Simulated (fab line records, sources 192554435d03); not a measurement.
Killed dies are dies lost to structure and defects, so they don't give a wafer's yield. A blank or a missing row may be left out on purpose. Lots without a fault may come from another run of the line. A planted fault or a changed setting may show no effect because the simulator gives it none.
Split-lot experiment | flow n5_finfet | 7 lots, 21 wafers read, on a route of 1938 steps

THE SPLIT
At N5_BEOL_M4_COAT_05 (resist thk 30 nm), the setting spin_rpm was moved away from the recipe's 1500 rpm on 6 of the 21 wafers read, by +3.3% to +9.6%. The other wafers ran this setting at the recipe's value.

FROM THE SPLIT TO THE READING: what the file shows between them, 7 steps
- N5_BEOL_M4_EBR_07
- N5_BEOL_M4_SOFTBAKE_06: time 60 s
- N5_BEOL_M4_EXPOSE_08: exposes mask M4
- N5_BEOL_M4_PEB_09: peb time 60 s
- N5_BEOL_M4_DEVELOP_10: develop time 30 s
- N5_BEOL_M4_DESCUM_16: chemistry O2, time 7 s
- N5_BEOL_M4_ETCH_74: etches underlayer in N2/H2, target depth 6.5 nm, time 5.2 s

THE READING
CAR-EUV_of_BEOL_M4_COAT_05.thk_nm (the simulator's own value, which no gauge read), in nm, at N5_BEOL_M4_ETCH_63 (etches SiARC in CF4, target depth 15.6 nm, time 26 s). The file gives no usual value for it. The 15 wafers here that ran the recipe average 11.1 nm, standard deviation 0.088 nm.

wafer  | tool, chamber at the split | spin_rpm as run, rpm | against the recipe | CAR-EUV_of_BEOL_M4_COAT_05.thk_nm, nm | against lot-mates on the recipe
L075.1 | litho_track-04, 0          | 1500                 | recipe             | 11.2                                  | -
L075.3 | litho_track-04, 0          | 1550                 | +3.3%              | 10.8                                  | -0.4
L075.5 | litho_track-04, 0          | 1550                 | +3.3%              | 10.6                                  | -0.6
L074.2 | litho_track-04, 0          | 1500                 | recipe             | 11.2                                  | -
L074.5 | litho_track-04, 0          | 1500                 | recipe             | 11.2                                  | -
L074.6 | litho_track-04, 0          | 1644                 | +9.6%              | 9.8                                   | -1.4
L078.3 | litho_track-04, 0          | 1500                 | recipe             | 11.2                                  | -
L078.6 | litho_track-04, 0          | 1500                 | recipe             | 11.2                                  | -
L078.5 | litho_track-04, 0          | 1500                 | recipe             | 11                                    | -
L080.2 | litho_track-03, 0          | 1585                 | +5.7%              | 10.4                                  | -0.8
L080.4 | litho_track-03, 0          | 1585                 | +5.7%              | 10.2                                  | -1.0
L080.5 | litho_track-03, 0          | 1500                 | recipe             | 11.2                                  | -
L084.1 | litho_track-01, 0          | 1500                 | recipe             | 11.2                                  | -
L084.2 | litho_track-01, 0          | 1500                 | recipe             | 11.2                                  | -
L084.3 | litho_track-01, 0          | 1500                 | recipe             | 11.2                                  | -
L086.1 | litho_track-04, 0          | 1500                 | recipe             | 11.2                                  | -
L086.2 | litho_track-04, 0          | 1500                 | recipe             | 11                                    | -
L086.4 | litho_track-04, 0          | 1500                 | recipe             | 11                                    | -
L092.1 | litho_track-04, 0          | 1500                 | recipe             | 11                                    | -
L092.3 | litho_track-04, 0          | 1634                 | +8.9%              | 9.6                                   | -1.5
L092.4 | litho_track-04, 0          | 1500                 | recipe             | 11.2                                  | -

THE FIT
A straight line over all 21 wafers: CAR-EUV_of_BEOL_M4_COAT_05.thk_nm changes by -0.153 nm for each +1% of spin_rpm; r = -0.98; the points scatter about the line by 0.11 nm.
The same after taking each lot's own level away (the mean of its wafers on the recipe; 21 wafers): -0.156 nm for each +1%; r = -0.99; scatter 0.084 nm.
On that fit, the largest move of spin_rpm shifts the reading by 1.5 nm.
The lots' own levels span 11.07 to 11.20 nm, that is 1.5 times the standard deviation above.
So the lot-to-lot level changes the slope little: the two slopes agree.
Check: with one of the wafers moved furthest among these (+9.6%) left out of the fit, the line predicts -1.56 nm for it against its lot-mates. It came out at -1.4 nm against them.

OTHER SPLITS ON THESE WAFERS
These wafers also went through other splits before the reading. Each is held against what the fit with the lots' levels taken away leaves over:
other split on the same wafers   | wafers away from the commonest value | r with CAR-EUV_of_BEOL_M4_COAT_05.thk_nm (lot level and that fit taken away)
N5_BEOL_M2_TRENCH_ETCH_37 time_s | 6                                    | +0.03
N5_BEOL_M3_COAT_05 spin_rpm      | 8                                    | -0.15
N5_BEOL_M3_EXPOSE_08 dose_mj     | 7                                    | -0.03
N5_BEOL_M4_ILD_DEP_00 time_s     | 7                                    | +0.18

THE WHOLE CHAIN: every reading that the file lists as answering this split, in the file's order
step                  | what it does                                         | reading                                                                            | change (the file's fit)               | r (the file's)
N5_BEOL_M4_COAT_05    | resist thk 30 nm                                     | CAR-EUV_of_BEOL_M4_COAT_05.thk_nm (the simulator's own value, which no gauge read) | -0.131 nm for each +1% of the setting | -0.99
N5_BEOL_M4_DEVELOP_10 | develop time 30 s                                    | CAR-EUV_of_BEOL_M4_COAT_05.thk_nm (the simulator's own value, which no gauge read) | -0.151 nm for each +1% of the setting | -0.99
N5_BEOL_M4_DESCUM_16  | chemistry O2, time 7 s                               | CAR-EUV_of_BEOL_M4_COAT_05.thk_nm (the simulator's own value, which no gauge read) | -0.14 nm for each +1% of the setting  | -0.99
N5_BEOL_M4_ETCH_63    | etches SiARC in CF4, target depth 15.6 nm, time 26 s | CAR-EUV_of_BEOL_M4_COAT_05.thk_nm (the simulator's own value, which no gauge read) | -0.156 nm for each +1% of the setting | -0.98

THE FILE'S OWN FIT
CAR-EUV_of_BEOL_M4_COAT_05.thk_nm changes by -0.156 nm for each +1% of spin_rpm, r = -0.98.
